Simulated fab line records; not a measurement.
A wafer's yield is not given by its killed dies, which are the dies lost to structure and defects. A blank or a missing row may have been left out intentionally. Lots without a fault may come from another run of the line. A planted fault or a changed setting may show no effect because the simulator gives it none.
Problem report in the 8D (eight disciplines) form, filled by code / flow nand harc / the parts of the form that need people (team, actions taken, sign-off) are left out

## 1. THE PROBLEM
Wafers without a fault read 47, standard deviation 18; killed at array at NHARC_END_SORT_01 reads a mean of 274 on 2 wafers belonging to 2 lots. Measured from the usual mean, that is +13 standard deviations.
First seen on wafer L124.1, day 30 18:03, on prober-01. At this step, 6 wafers from 2 lots have a number in the record. Rule for "out" (also "out of limits"): further than 4 standard deviations from the usual mean. Any other wafer with a number is counted as sound.

## 2. WHAT IT IS, AND WHAT IT ISN'T
question=which readings at this step | is=killed at array, killed dies | is not=killed at other, killed at periphery, killed open, killed short
question=which lots | is=L124, L127 | is not=-
question=which wafers of those lots | is=L124.1, L127.4 | is not=L124.3, L124.4, L127.1, L127.6
question=read on which gauges | is=prober-01 | is not=-
question=when | is=from day 30 18:03 | is not=up to then (0 sound wafers); but 4 sound wafers of L124, L127 came after

## 3. THE SUSPECTS, EACH WITH WHAT RULES IT OUT
Counting: if a tool at a process step up to the reading ran every lot that is out, it stays a suspect. Sound lots after the first of them don't rule it out here, since some wafers of a struck lot are sound.
- the gauge at NHARC_END_SORT_01 is ruled out. All the wafers that are out were read on prober-01, but those of them that NHARC_A_CONTACT_ETCH_30 has rows for are out there too, on other tools.
- pecvd-03 at NHARC_A_CONTACT_DEP_85 (deposits SiON, target thk 60 nm): kept. It ran every lot that is out, first L124 (day 28 16:01).
- rie diel-02 at NHARC_A_CONTACT_ETCH_30 (etches the open film in CF4/CHF3, target depth 72.6 nm, time 36.3 s): kept. It ran every lot that is out, first L124 (day 28 17:25). Its own oes product au readings are out on those wafers.
- rie diel-02 at NHARC_A_CONTACT_ETCH_92 (etches the open film in CH3F/O2, target depth 40 nm, time 85.7 s): kept. It ran every lot that is out, first L124 (day 28 19:56).
- In rie diel-02 at NHARC_A_CONTACT_ETCH_30, the wafers that are out were processed in chamber 0 and their sound lot-mates in chambers 1, 2, 3.
- In rie diel-02 at NHARC_A_CONTACT_ETCH_92, the wafers that are out were processed in chamber 0 and their sound lot-mates in chambers 1, 2, 3.
The count leaves pecvd-03 at NHARC_A_CONTACT_DEP_85, rie diel-02 at NHARC_A_CONTACT_ETCH_30, and rie diel-02 at NHARC_A_CONTACT_ETCH_92.

## 4. THE CAUSE (what the simulator had put in)
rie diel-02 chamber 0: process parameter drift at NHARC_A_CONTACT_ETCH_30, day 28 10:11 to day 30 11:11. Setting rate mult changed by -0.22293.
After counting, 3 suspects remain, this tool included.

## 5. SEQUENCE OF EFFECTS, ordered by route
Rows list readings where the struck wafers' mean (over those with a number) sits beyond 3 standard deviations from the usual. Scope: only readings with a usual standard deviation given in the record; hours: median across lots of the time from each lot's start at the first step in this table that gives one to its start at this step; sigmas: change in usual standard deviations.
hours=0; step=NHARC_A_CONTACT_ETCH_30; reading=oes product au; usual=0.929 a.u.; on struck wafers=0.816; change=-0.114; sigmas=-6.3
hours=51; step=NHARC_END_SORT_01; reading=killed at array; usual=47; on struck wafers=274; change=+227; sigmas=+13
hours=51; step=NHARC_END_SORT_01; reading=killed dies; usual=52; on struck wafers=276; change=+224; sigmas=+12
The process steps in it:
- NHARC_A_CONTACT_ETCH_30: etches the open film in CF4/CHF3, target depth 72.6 nm, time 36.3 s.

## 6. WHAT WOULD HAVE CAUGHT IT SOONER
In this record the first reading out of limits at a measuring or inspecting step was taken at day 30 18:03, 56 hours after the fault began at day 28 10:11.
The tool's own readings at NHARC_A_CONTACT_ETCH_30 were out on every struck wafer that the step has a row for (oes product au): an alarm limit on them would have fired on the first of those.
All the lots that are out (2) had begun NHARC_A_CONTACT_ETCH_30 on rie diel-02 by day 30 18:03. Had the tool been put on hold then, not one of them would have been saved.
